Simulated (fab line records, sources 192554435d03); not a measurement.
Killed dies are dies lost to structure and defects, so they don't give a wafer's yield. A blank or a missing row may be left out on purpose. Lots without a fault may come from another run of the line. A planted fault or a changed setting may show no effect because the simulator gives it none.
Which tool did it? | flow n5_finfet | 11 lots, 31 wafers sampled, at 2 steps of a route of 1938

WHAT THE GAUGES READ, wafer by wafer
N5_MIM_BOT_LITHO_OVL_MEAS_11.
lot  | measured     | on         | MIM_BOT_OVL (nm)
L288 | day 11 19:41 | overlay-01 | -13 -1 -3
L289 | day 12 19:02 | overlay-02 | -6 2 -4
L287 | day 12 13:52 | overlay-01 | -3 0 0
L290 | day 12 19:23 | overlay-02 | 4 6 6
L291 | day 13 01:01 | overlay-01 | 0 3 3
L293 | day 13 23:43 | overlay-02 | 3 0 10
L292 | day 14 02:12 | overlay-02 | 2
L300 | day 15 13:32 | overlay-01 | -4 -4 -2
L303 | day 15 22:56 | overlay-02 | -4 -7 -7
L305 | day 16 22:47 | overlay-02 | -11 -6 -13
L308 | day 18 02:55 | overlay-02 | -5 0 -6

WHICH TOOL RAN EACH LOT (tool, then ch and the chambers of the sampled wafers, then the start)
lot  | N5_BEOL_M11_HM_DEP_02
L288 | pvd_sputter-03, day 10 09:53
L289 | pvd_sputter-01, day 11 02:49
L287 | pvd_sputter-02, day 11 02:52
L290 | pvd_sputter-01, day 11 05:59
L291 | pvd_sputter-01, day 11 15:11
L293 | pvd_sputter-02, day 12 07:13
L292 | pvd_sputter-01, day 12 13:09
L300 | pvd_sputter-03, day 14 03:16
L303 | pvd_sputter-03, day 14 14:40
L305 | pvd_sputter-02, day 15 07:50
L308 | pvd_sputter-03, day 16 07:57
- N5_BEOL_M11_HM_DEP_02: deposits TiN, target thk 20 nm.

THE ANSWER, worked out from the rows above alone
Rule: what is usual is taken from the lots themselves. Put in order of their means at a reading, lots are off if they are a third of the lots or fewer, leave a main group of 4 or more, and stand apart from it by a gap of 3 or more times the standard deviation of the main group's means; of several such gaps the widest counts. A main group whose means are all the same, to the digits that the tables above print for the reading, isn't used. A lot without any number at a reading at which 4 lots or more have one is off too. The other lots that the step has rows for count as sound.
No lot is off at any reading shown: from this, nothing can be told.

WHAT THE SIMULATOR HAD PUT IN
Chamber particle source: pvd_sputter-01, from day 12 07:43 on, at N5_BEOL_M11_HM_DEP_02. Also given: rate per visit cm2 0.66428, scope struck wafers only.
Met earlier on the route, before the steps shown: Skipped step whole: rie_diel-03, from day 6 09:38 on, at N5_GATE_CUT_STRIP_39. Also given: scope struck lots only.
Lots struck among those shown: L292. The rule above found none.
